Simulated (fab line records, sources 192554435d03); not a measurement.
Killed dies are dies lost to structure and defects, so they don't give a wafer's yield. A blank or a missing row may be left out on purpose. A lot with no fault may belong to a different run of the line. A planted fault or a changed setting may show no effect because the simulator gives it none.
Chamber matching | flow n5 finfet | 4 sister chambers for N5_PASSIVATION_STRIP_14 on rie diel-06
The step strips in O2. 7 wafers are shown with their chamber, then 7 later ones without.

## EACH WAFER AND ITS CHAMBER
wafer  | chamber | showerhead plenum p Torr (Torr) | drypump motor current A (A)
L079.2 | 1       | 2.00                            | 5.7
L081.2 | 0       | 2.05                            | 5.7
L091.3 | 3       | 2.18                            | 5.4
L091.4 | 2       | 2.13                            | 5.8
L091.6 | 3       | 2.18                            | 5.4
L087.1 | 1       | 2.00                            | 5.6
L087.2 | 2       | 2.12                            | 5.8

## WAFERS MISSING THEIR CHAMBER
wafer  | showerhead plenum p Torr (Torr) | drypump motor current A (A)
L087.6 | 2.00                            | 5.7
L090.2 | 2.12                            | 5.8
L090.3 | 2.18                            | 5.4
L090.6 | 2.05                            | 5.7
L093.1 | 2.05                            | 5.7
L093.3 | 2.00                            | 5.6
L093.6 | 2.00                            | 5.7

## THE CHAMBER EACH PASSED THROUGH
wafer  | from the rows above | in truth
L087.6 | 1                   | 1
L090.2 | 2                   | 2
L090.3 | 3                   | 3
L090.6 | 0                   | 0
L093.1 | 0                   | 0
L093.3 | 1                   | 1
L093.6 | 1                   | 1
7 of 7 placed correctly. From these rows, 0 cannot be placed. Wrongly placed: 0.
How it was worked out, from the rows above alone: a wafer's distance from a chamber is the root of the sum, over the readings, of the square of ((its reading less the chamber's mean) divided by the reading's scatter). The wafer belongs to the nearest chamber; if the next one is less than 2 further off, it can't be placed. Each chamber's mean is taken over the wafers shown for it. The scatter is the square root of a quotient: the sum, over the shown wafers, of each reading's squared deviation from its chamber's mean, divided by wafers minus chambers.
